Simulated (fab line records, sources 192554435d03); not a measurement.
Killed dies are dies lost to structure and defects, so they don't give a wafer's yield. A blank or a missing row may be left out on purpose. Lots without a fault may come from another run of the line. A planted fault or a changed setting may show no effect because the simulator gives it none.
A struck lot beside a sound one | flow n5_finfet | 16 steps out of a route of 1938
Sound: wafers L396.1, L396.4, L396.6. Struck: wafers L393.2, L393.4, L393.6. The cause comes at the end.
At each step with rows: each side's tool, then ch and its chambers, then its first start. Under that, the readings that differ: sound wafers | struck wafers | difference of the means | sigmas: that difference in standard deviations of wafers without a fault.
alike: readings whose means differ by less than 2 such deviations, and words and numbers that are the same on both sides. not compared: withheld readings, readings that some wafer has no value for, bounds like >300 that may hide the same value, and numbers for which the record gives no deviation and whose values overlap.
The two part at a step that has a row with sigmas, a row that says differs or no value, or rows on one side only. Numbers that don't overlap but have no deviation are shown without sigmas and don't part them. A reading that every wafer of one side lacks parts them only if that side has two wafers or more.

N5_BEOL_M2_CD_MEAS_35: target cd 18 nm, target cd y 22.2 nm.
  sound on cd_sem-01, day 11 04:37; struck on cd_sem-01, day 10 19:03
  alike: cd_nm
N5_BEOL_M2_DEGAS_44: time 60 s.
  sound on pvd_sputter-02, day 11 05:09; struck on pvd_sputter-01, day 10 19:10
  alike: heater_power_w
then, 1 step without rows for these wafers: N5_BEOL_M2_PRE_CLEAN_45 (time 30 s).
N5_BEOL_M2_ALD_84: deposits TaN, pulse time 2 s, purge time 3 s, co reactant purge time 2 s.
  sound on ald_metal-02 ch 0,1,2, day 11 05:20; struck on ald_metal-01 ch 0,2,3, day 10 19:16
  alike: chamber_pressure_Torr, heater_power_w, mfc_carrier_sccm, precursor_vessel_temp_c
N5_BEOL_M2_SURFACE_TREAT_85:
  sound on pvd_sputter-03, day 11 05:40; struck on pvd_sputter-01, day 10 19:31
  alike: ar_flow_sccm
  not compared: throttle_valve_pct
then, 5 steps without rows for these wafers: N5_BEOL_M2_CVD_47 (deposits Co from CCTBA/H2, target thk 3 nm, time 223.8 s); N5_BEOL_M2_SPUTTER_48 (material Cu, target thk 4.5 nm, time 8.29 s); N5_BEOL_M2_ANNEAL_49 (time 240 s); N5_BEOL_M2_SPUTTER_79 (material Cu, target thk 4.5 nm, time 8.29 s); N5_BEOL_M2_ANNEAL_80 (time 240 s).
N5_BEOL_M2_SPUTTER_81: material Cu, target thk 4.5 nm, time 8.29 s.
  sound on pvd_sputter-03, day 11 06:29; struck on pvd_sputter-02, day 10 20:11
  alike: chamber_pressure_pa, chuck_gas_flow_sccm, throttle_valve_pct
N5_BEOL_M2_ANNEAL_82: time 240 s.
  sound on pvd_sputter-03, day 11 06:34; struck on pvd_sputter-02, day 10 20:16
  alike: heater_power_w
N5_BEOL_M2_SPUTTER_86: material Cu, target thk 4.5 nm, time 8.29 s.
  sound on pvd_sputter-03, day 11 06:42; struck on pvd_sputter-02, day 10 20:25
  no value came back on the struck wafers for chamber_pressure_pa (Pa), chuck_gas_flow_sccm (sccm), throttle_valve_pct (%); on the sound wafers chamber_pressure_pa (Pa) reads 0.07018 0.06992 0.07014
then, 1 step without rows for these wafers: N5_BEOL_M2_ANNEAL_87 (time 240 s).
N5_BEOL_M4_RC_MEAS_101:
  sound on prober-02 ch 0, day 12 12:32; struck on prober-02 ch 0, day 11 18:56
  alike: DIBL_N, DIBL_P, IOFF_N, IOFF_P, ION_N, ION_P, SS_N, SS_P, VT_N, VT_P
-- the record jumps here: 4 days lie between the struck wafers' starts before and after (it left off in module BEOL_M4 and takes up again in module PASSIVATION, whose first step shown is number 1936 of the route) --
N5_PASSIVATION_PROBE_49:
  the record has rows for the struck wafers here (prober-02, day 15 19:48) and none for the sound ones

WHERE THEY PART
First at N5_BEOL_M2_SPUTTER_86; last, within this record, at N5_PASSIVATION_PROBE_49.

WHY: what the simulator had put in
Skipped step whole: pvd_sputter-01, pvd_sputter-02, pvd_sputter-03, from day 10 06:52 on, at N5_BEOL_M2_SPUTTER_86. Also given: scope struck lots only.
